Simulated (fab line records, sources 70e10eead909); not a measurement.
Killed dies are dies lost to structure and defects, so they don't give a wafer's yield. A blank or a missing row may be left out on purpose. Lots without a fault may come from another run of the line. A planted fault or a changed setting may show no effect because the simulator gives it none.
Which tool did it? | flow nand_harc | 7 lots, 21 wafers sampled, at 3 steps of a route of 1302

WHAT THE GAUGES READ, wafer by wafer
NHARC_A_ONON_D2_THK_MEAS_18: measures by ellipsometry.
lot  | measured     | on            | thk_nm (nm)
L886 | day 13 09:16 | film_metro-01 | 1010 1011 1010
L888 | day 14 12:34 | film_metro-02 | 1011 1010 1009
L890 | day 15 01:47 | film_metro-02 | 1003 1005 1003
L892 | day 16 12:01 | film_metro-02 | 1538 1535 1005
L894 | day 17 15:56 | film_metro-01 | 1010 1011 1009
L902 | day 20 01:46 | film_metro-01 | 993 993 992
L907 | day 22 13:26 | film_metro-02 | 996 994 996

WHICH TOOL RAN EACH LOT (tool, then ch and the chambers of the sampled wafers, then the start)
lot  | NHARC_A_DECK1_JOINT_CMP_02    | NHARC_A_ONON_D2_DEP_16
L886 | cmp-02 ch 1,2,3, day 12 21:47 | pecvd_onon-04 ch 0, day 13 08:55
L888 | cmp-03 ch 0,1,2, day 14 01:37 | pecvd_onon-03 ch 0, day 14 12:04
L890 | cmp-04 ch 1,2, day 14 14:49   | pecvd_onon-04 ch 0, day 15 01:24
L892 | cmp-03 ch 0,1,3, day 15 20:52 | pecvd_onon-04 ch 0, day 16 11:30
L894 | cmp-04 ch 0,1,3, day 16 19:35 | pecvd_onon-03 ch 0, day 17 15:25
L902 | cmp-02 ch 0,1, day 19 14:34   | pecvd_onon-03 ch 0, day 20 01:19
L907 | cmp-03 ch 0,2,3, day 22 02:08 | pecvd_onon-04 ch 0, day 22 12:55
- NHARC_A_DECK1_JOINT_CMP_02: polishes SiOx.
- NHARC_A_ONON_D2_DEP_16: target thk 1000 nm.

THE ANSWER, worked out from the rows above alone
Rule: what is usual is taken from the lots themselves. Put in order of their means at a reading, lots are off if they are a third of the lots or fewer, leave a main group of 4 or more, and stand apart from it by a gap of 3 or more times the standard deviation of the main group's means; of several such gaps the widest counts. A main group whose means are all the same, to the digits that the tables above print for the reading, isn't used. A lot without any number at a reading at which 4 lots or more have one is off too. The other lots that the step has rows for count as sound.
Off: L892, at NHARC_A_ONON_D2_THK_MEAS_18 (thk_nm). The main group: mean 1004 nm, standard deviation 7.2.
A tool fits if, at a process step before that reading, it ran every lot that is off, and no sound lot after the first of them. The gauges at NHARC_A_ONON_D2_THK_MEAS_18 are tried like those tools. None of those tried fits.

WHAT THE SIMULATOR HAD PUT IN
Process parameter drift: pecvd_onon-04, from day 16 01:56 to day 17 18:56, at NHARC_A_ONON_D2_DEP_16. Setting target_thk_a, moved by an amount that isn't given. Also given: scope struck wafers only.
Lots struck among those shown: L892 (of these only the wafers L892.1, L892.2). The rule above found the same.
